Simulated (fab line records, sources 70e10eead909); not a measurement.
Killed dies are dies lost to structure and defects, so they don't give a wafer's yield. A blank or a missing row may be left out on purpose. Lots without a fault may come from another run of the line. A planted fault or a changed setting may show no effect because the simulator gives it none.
Chamber matching | flow nand_harc | NHARC_P_GATE_DESCUM_48 on rie_diel-07: 4 sister chambers
The step chemistry O2, time 3 s. 22 wafers are shown with their chamber, then 11 later ones without.

WAFERS WITH THEIR CHAMBER
wafer  | chamber | throttle_valve_pct (%) | rf_vpp_V (V) | oes_product_au (a.u.)
L074.1 | 3       | 11.316                 | 57.9         | 1.008
L074.4 | 1       | 11.314                 | 58.9         | 0.996
L074.6 | 2       | 11.322                 | 57.7         | 1.015
L076.3 | 3       | 11.317                 | 58.8         | 1.006
L076.5 | 3       | 11.293                 | 57.0         | 1.008
L076.6 | 0       | 11.322                 | 58.2         | 1.007
L079.3 | 1       | 11.286                 | 58.2         | 0.994
L079.4 | 0       | 11.311                 | 57.7         | 1.001
L079.5 | 2       | 11.305                 | 58.6         | 0.997
L081.2 | 0       | 11.308                 | 57.9         | 0.998
L081.4 | 2       | 11.328                 | 57.6         | 1.005
L081.5 | 0       | 11.314                 | 57.0         | 1.007
L083.1 | 1       | 11.303                 | 58.4         | 1.009
L083.4 | 3       | 11.306                 | 58.8         | 1.016
L083.5 | 0       | 11.299                 | 57.3         | 1.013
L085.1 | 0       | 11.313                 | 58.1         | 1.013
L085.3 | 3       | 11.309                 | 58.4         | 0.999
L085.4 | 1       | 11.316                 | 58.7         | 1.011
L086.1 | 2       | 11.329                 | 58.4         | 1.000
L086.3 | 1       | 11.309                 | 57.9         | 1.006
L086.4 | 3       | 11.322                 | 56.8         | 1.001
L089.2 | 3       | 11.317                 | 57.5         | 0.996

SIGNATURES (means of the wafers above)
reading            | chamber 0 | chamber 1 | chamber 2 | chamber 3 | scatter within a chamber
throttle_valve_pct | 11.31117  | 11.30560  | 11.32100  | 11.31143  | 0.01
rf_vpp_V           | 57.700    | 58.420    | 58.075    | 57.886    | 0.602
oes_product_au     | 1.00650   | 1.00320   | 1.00425   | 1.00486   | 0.00702
Rule: a wafer's distance from a chamber is the root of the sum, over the readings, of the square of ((its reading less the chamber's mean) divided by the reading's scatter). The wafer belongs to the nearest chamber; if the next one is less than 2 further off, it can't be placed. The scatter: the root of (the sum of the squares of (reading less its chamber's mean) over the shown wafers, divided by (wafers less chambers)).

WAFERS WITHOUT THEIR CHAMBER
wafer  | throttle_valve_pct (%) | rf_vpp_V (V) | oes_product_au (a.u.)
L089.3 | 11.321                 | 58.9         | 0.991
L089.6 | 11.314                 | 58.2         | 0.990
L090.1 | 11.298                 | 57.4         | 1.007
L090.3 | 11.307                 | 58.7         | 0.994
L090.5 | 11.320                 | 57.7         | 1.009
L092.1 | 11.306                 | 57.3         | 1.010
L092.2 | 11.319                 | 58.7         | 1.000
L092.3 | 11.315                 | 60.0         | 1.000
L095.1 | 11.311                 | 58.5         | 0.990
L095.3 | 11.319                 | 58.9         | 0.990
L095.5 | 11.320                 | 59.0         | 0.995

WHICH CHAMBER EACH WENT THROUGH
wafer  | from the rows above               | in truth
L089.3 | can't be placed: 2 or 1 or 3 or 0 | 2
L089.6 | can't be placed: 1 or 2 or 3 or 0 | 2
L090.1 | can't be placed: 0 or 3 or 1 or 2 | 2
L090.3 | can't be placed: 1 or 3 or 2 or 0 | 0
L090.5 | can't be placed: 2 or 0 or 3 or 1 | 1
L092.1 | can't be placed: 0 or 3 or 1 or 2 | 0
L092.2 | can't be placed: 2 or 1 or 3 or 0 | 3
L092.3 | can't be placed: 1 or 2 or 3 or 0 | 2
L095.1 | can't be placed: 1 or 3 or 2 or 0 | 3
L095.3 | can't be placed: 1 or 2 or 3 or 0 | 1
L095.5 | can't be placed: 2 or 1 or 3 or 0 | 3
Placed correctly: 0 of 11. Can't be placed from these rows: 11 (the true chamber is among the candidates in 11). Placed wrongly: 0.
